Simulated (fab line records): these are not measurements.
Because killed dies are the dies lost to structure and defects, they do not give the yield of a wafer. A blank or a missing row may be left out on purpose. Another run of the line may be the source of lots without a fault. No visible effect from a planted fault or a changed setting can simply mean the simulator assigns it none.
Which tool is to blame? | flow n5_finfet | 11 lots with 33 wafers sampled at 5 steps, on a route of 1938 steps

## WHAT EACH GAUGE READ, for each wafer
N5_BEOL_M6_INSPECT_58: inspects for defects (darkfield).
lot  | measured     | on                | raw_defect_count
L815 | day 9 20:10  | defect_inspect-01 | 51 55 84
L818 | day 10 14:25 | defect_inspect-02 | 66 83 83
L816 | day 10 15:29 | defect_inspect-01 | 40 35 60
L819 | day 11 13:05 | defect_inspect-02 | 53 49 112
L820 | day 12 01:31 | defect_inspect-02 | 102 62 61
L823 | day 12 03:39 | defect_inspect-02 | 98 59 77
L822 | day 13 08:02 | defect_inspect-01 | 55 36 46
L828 | day 13 15:30 | defect_inspect-02 | 87 69 77
L833 | day 14 19:07 | defect_inspect-02 | 73 60 64
L835 | day 15 22:17 | defect_inspect-01 | 66 54 71
L836 | day 16 02:07 | defect_inspect-02 | 129 86 82

## TOOL THAT RAN EACH LOT (tool first, then ch and the chambers of the sampled wafers, then the start)
lot  | N5_BEOL_M6_ETCH_41                            | N5_BEOL_M6_ALD_77                   | N5_BEOL_M6_ECD_50              | N5_BEOL_M6_CMP_52
L815 | rie_diel-05 ch 2,3, day 9 18:02 or earlier    | ald_metal-01 ch 0,1,2, day 9 18:02  | ecd_cu-01 ch 0,1, day 9 18:49  | cmp-04 ch 1,2, day 9 19:44
L818 | rie_diel-04 ch 0,1,3, day 10 12:49 or earlier | ald_metal-03 ch 1,2, day 10 12:49   | ecd_cu-02 ch 0,1, day 10 13:35 | cmp-01 ch 0,2,3, day 10 14:00
L816 | rie_diel-04 ch 1,2,3, day 10 13:19 or earlier | ald_metal-03 ch 0,1,2, day 10 13:19 | ecd_cu-01 ch 1, day 10 13:55   | cmp-03 ch 0,1,3, day 10 15:02
L819 | rie_diel-02 ch 0,1,2, day 11 11:30 or earlier | ald_metal-03 ch 1,2, day 11 11:30   | ecd_cu-01 ch 0,1, day 11 12:14 | cmp-01 ch 0,2,3, day 11 12:38
L820 | rie_diel-04 ch 0,1,2, day 11 23:20 or earlier | ald_metal-02 ch 0,1,3, day 11 23:20 | ecd_cu-02 ch 0, day 12 00:11   | cmp-01 ch 1,2,3, day 12 01:08
L823 | rie_diel-04 ch 0,2,3, day 12 02:09 or earlier | ald_metal-03 ch 1,2,3, day 12 02:09 | ecd_cu-02 ch 0,1, day 12 02:49 | cmp-01 ch 0,1, day 12 03:12
L822 | rie_diel-02 ch 2,3, day 13 05:59 or earlier   | ald_metal-02 ch 0,2, day 13 05:59   | ecd_cu-02 ch 0,1, day 13 06:39 | cmp-04 ch 1,2,3, day 13 07:35
L828 | rie_diel-02 ch 0,2, day 13 13:27 or earlier   | ald_metal-01 ch 0,1,3, day 13 13:27 | ecd_cu-02 ch 0,1, day 13 14:09 | cmp-04 ch 1,3, day 13 15:03
L833 | rie_diel-04 ch 0,1,2, day 14 14:19 or earlier | ald_metal-01 ch 0,1,2, day 14 14:19 | ecd_cu-01 ch 0,1, day 14 15:00 | cmp-01 ch 1,2,3, day 14 18:40
L835 | rie_diel-02 ch 1,2,3, day 15 18:50 or earlier | ald_metal-01 ch 1,2,3, day 15 18:50 | ecd_cu-01 ch 0,1, day 15 21:23 | cmp-01 ch 1,2,3, day 15 21:50
L836 | rie_diel-05 ch 1,2, day 15 23:26 or earlier   | ald_metal-02 ch 0,1, day 15 23:26   | ecd_cu-01 ch 1, day 16 00:03   | cmp-04 ch 0,2,3, day 16 01:40
- N5_BEOL_M6_ETCH_41: etches SiCN in CH3F/O2, target depth 29.7 nm, time 52 s.
- N5_BEOL_M6_ALD_77: deposits TaN, target thk 2 nm, pulse time 2 s, purge time 3 s.
- N5_BEOL_M6_ECD_50: material Cu, target thk 300 nm.
- N5_BEOL_M6_CMP_52: polishes, stops on SiCOH lowk, t overpolish 6.9 s, target thk 80 nm.

## THE ANSWER, worked out from the rows above alone
Rule: what is usual is taken from the lots themselves. Put in order of their means at a reading, lots are off if they are a third of the lots or fewer, leave a main group of 4 or more, and stand apart from it by a gap of 3 or more times the standard deviation of the main group's means; of several such gaps the widest counts. Not used: any main group whose means are identical at the precision the tables above print for the reading. Also off: a lot with no number at a reading for which 4 or more lots have one. All remaining lots with rows at the step are treated as sound.
Across all readings shown, no lot is off: no conclusion can be drawn from this.

## WHAT THE SIMULATOR HAD PUT IN
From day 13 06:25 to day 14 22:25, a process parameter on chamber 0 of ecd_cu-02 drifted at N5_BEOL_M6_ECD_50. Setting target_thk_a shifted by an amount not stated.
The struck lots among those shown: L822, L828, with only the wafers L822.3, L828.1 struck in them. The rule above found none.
